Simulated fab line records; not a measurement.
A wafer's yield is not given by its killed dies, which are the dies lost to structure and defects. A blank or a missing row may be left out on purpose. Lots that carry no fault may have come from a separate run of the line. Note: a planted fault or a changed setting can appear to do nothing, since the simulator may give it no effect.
Chamber matching || flow nandHarc || NHARC_HYBRID_BOND_ACTIVATE_00 on rieDiel-02: 4 sister chambers
The step chemistry N2, time 60 s. 20 wafers are shown with their chamber, then 10 later ones without.

## WAFERS PAIRED WITH THEIR CHAMBERS
{"wafer": "L279.3", "chamber": 2, "showerheadPlenumPTorr (Torr)": 1.78, "drypumpMotorCurrentA (A)": 6.0, "oesProductAu (a.u.)": 1.001}
{"wafer": "L279.5", "chamber": 2, "showerheadPlenumPTorr (Torr)": 1.78, "drypumpMotorCurrentA (A)": 5.9, "oesProductAu (a.u.)": 1.004}
{"wafer": "L279.6", "chamber": 1, "showerheadPlenumPTorr (Torr)": 1.67, "drypumpMotorCurrentA (A)": 5.7, "oesProductAu (a.u.)": 1.004}
{"wafer": "L281.2", "chamber": 1, "showerheadPlenumPTorr (Torr)": 1.67, "drypumpMotorCurrentA (A)": 5.7, "oesProductAu (a.u.)": 1.014}
{"wafer": "L281.3", "chamber": 3, "showerheadPlenumPTorr (Torr)": 1.80, "drypumpMotorCurrentA (A)": 5.8, "oesProductAu (a.u.)": 1.002}
{"wafer": "L281.6", "chamber": 0, "showerheadPlenumPTorr (Torr)": 1.77, "drypumpMotorCurrentA (A)": 5.5, "oesProductAu (a.u.)": 1.004}
{"wafer": "L280.2", "chamber": 3, "showerheadPlenumPTorr (Torr)": 1.80, "drypumpMotorCurrentA (A)": 5.8, "oesProductAu (a.u.)": 1.002}
{"wafer": "L280.5", "chamber": 3, "showerheadPlenumPTorr (Torr)": 1.80, "drypumpMotorCurrentA (A)": 5.8, "oesProductAu (a.u.)": 1.000}
{"wafer": "L280.6", "chamber": 0, "showerheadPlenumPTorr (Torr)": 1.77, "drypumpMotorCurrentA (A)": 5.5, "oesProductAu (a.u.)": 0.995}
{"wafer": "L282.2", "chamber": 2, "showerheadPlenumPTorr (Torr)": 1.78, "drypumpMotorCurrentA (A)": 6.0, "oesProductAu (a.u.)": 0.994}
{"wafer": "L282.5", "chamber": 1, "showerheadPlenumPTorr (Torr)": 1.67, "drypumpMotorCurrentA (A)": 5.7, "oesProductAu (a.u.)": 1.008}
{"wafer": "L282.6", "chamber": 2, "showerheadPlenumPTorr (Torr)": 1.78, "drypumpMotorCurrentA (A)": 6.0, "oesProductAu (a.u.)": 1.004}
{"wafer": "L290.2", "chamber": 3, "showerheadPlenumPTorr (Torr)": 1.80, "drypumpMotorCurrentA (A)": 5.8, "oesProductAu (a.u.)": 1.000}
{"wafer": "L290.3", "chamber": 0, "showerheadPlenumPTorr (Torr)": 1.77, "drypumpMotorCurrentA (A)": 5.5, "oesProductAu (a.u.)": 0.997}
{"wafer": "L290.4", "chamber": 2, "showerheadPlenumPTorr (Torr)": 1.77, "drypumpMotorCurrentA (A)": 6.0, "oesProductAu (a.u.)": 0.994}
{"wafer": "L291.2", "chamber": 1, "showerheadPlenumPTorr (Torr)": 1.67, "drypumpMotorCurrentA (A)": 5.7, "oesProductAu (a.u.)": 0.999}
{"wafer": "L291.4", "chamber": 0, "showerheadPlenumPTorr (Torr)": 1.77, "drypumpMotorCurrentA (A)": 5.5, "oesProductAu (a.u.)": 1.010}
{"wafer": "L291.5", "chamber": 2, "showerheadPlenumPTorr (Torr)": 1.77, "drypumpMotorCurrentA (A)": 6.0, "oesProductAu (a.u.)": 0.995}
{"wafer": "L294.1", "chamber": 0, "showerheadPlenumPTorr (Torr)": 1.77, "drypumpMotorCurrentA (A)": 5.5, "oesProductAu (a.u.)": 1.006}
{"wafer": "L294.2", "chamber": 3, "showerheadPlenumPTorr (Torr)": 1.80, "drypumpMotorCurrentA (A)": 5.8, "oesProductAu (a.u.)": 1.007}

SIGNATURES, as means of the wafers listed above
{"reading": "showerheadPlenumPTorr", "chamber 0": 1.7700, "chamber 1": 1.6700, "chamber 2": 1.7767, "chamber 3": 1.8000, "scatter within a chamber": 0.00289}
{"reading": "drypumpMotorCurrentA", "chamber 0": 5.500, "chamber 1": 5.700, "chamber 2": 5.983, "chamber 3": 5.800, "scatter within a chamber": 0.0228}
{"reading": "oesProductAu", "chamber 0": 1.00240, "chamber 1": 1.00625, "chamber 2": 0.99867, "chamber 3": 1.00220, "scatter within a chamber": 0.00518}
Rule: distance of a wafer from a chamber = root of the sum over the readings of ((wafer's reading minus chamber's mean) / reading's scatter) squared. The wafer belongs to the nearest chamber; if the next one is less than 2 further off, it can't be placed. How the scatter is found: for the shown wafers, subtract from each reading the mean of its chamber, square and add these, divide the total by (wafers less chambers), then take the root.

## WAFERS WITHOUT THEIR CHAMBER
{"wafer": "L294.5", "showerheadPlenumPTorr (Torr)": 1.77, "drypumpMotorCurrentA (A)": 6.0, "oesProductAu (a.u.)": 1.001}
{"wafer": "L297.1", "showerheadPlenumPTorr (Torr)": 1.77, "drypumpMotorCurrentA (A)": 6.0, "oesProductAu (a.u.)": 0.991}
{"wafer": "L297.4", "showerheadPlenumPTorr (Torr)": 1.80, "drypumpMotorCurrentA (A)": 5.8, "oesProductAu (a.u.)": 1.001}
{"wafer": "L297.6", "showerheadPlenumPTorr (Torr)": 1.77, "drypumpMotorCurrentA (A)": 5.9, "oesProductAu (a.u.)": 1.013}
{"wafer": "L299.3", "showerheadPlenumPTorr (Torr)": 1.80, "drypumpMotorCurrentA (A)": 5.8, "oesProductAu (a.u.)": 1.006}
{"wafer": "L299.4", "showerheadPlenumPTorr (Torr)": 1.77, "drypumpMotorCurrentA (A)": 5.5, "oesProductAu (a.u.)": 0.998}
{"wafer": "L299.6", "showerheadPlenumPTorr (Torr)": 1.77, "drypumpMotorCurrentA (A)": 5.5, "oesProductAu (a.u.)": 0.994}
{"wafer": "L302.3", "showerheadPlenumPTorr (Torr)": 1.77, "drypumpMotorCurrentA (A)": 5.5, "oesProductAu (a.u.)": 1.001}
{"wafer": "L302.4", "showerheadPlenumPTorr (Torr)": 1.67, "drypumpMotorCurrentA (A)": 5.7, "oesProductAu (a.u.)": 0.997}
{"wafer": "L302.6", "showerheadPlenumPTorr (Torr)": 1.77, "drypumpMotorCurrentA (A)": 5.5, "oesProductAu (a.u.)": 0.994}

## WHICH CHAMBER EACH WENT THROUGH
{"wafer": "L294.5", "from the rows above": 2, "in truth": 2}
{"wafer": "L297.1", "from the rows above": 2, "in truth": 2}
{"wafer": "L297.4", "from the rows above": 3, "in truth": 3}
{"wafer": "L297.6", "from the rows above": 2, "in truth": 2}
{"wafer": "L299.3", "from the rows above": 3, "in truth": 3}
{"wafer": "L299.4", "from the rows above": 0, "in truth": 0}
{"wafer": "L299.6", "from the rows above": 0, "in truth": 0}
{"wafer": "L302.3", "from the rows above": 0, "in truth": 0}
{"wafer": "L302.4", "from the rows above": 1, "in truth": 1}
{"wafer": "L302.6", "from the rows above": 0, "in truth": 0}
Correctly placed: 10 of 10. Can't be placed from these rows: 0. Wrongly placed: 0.
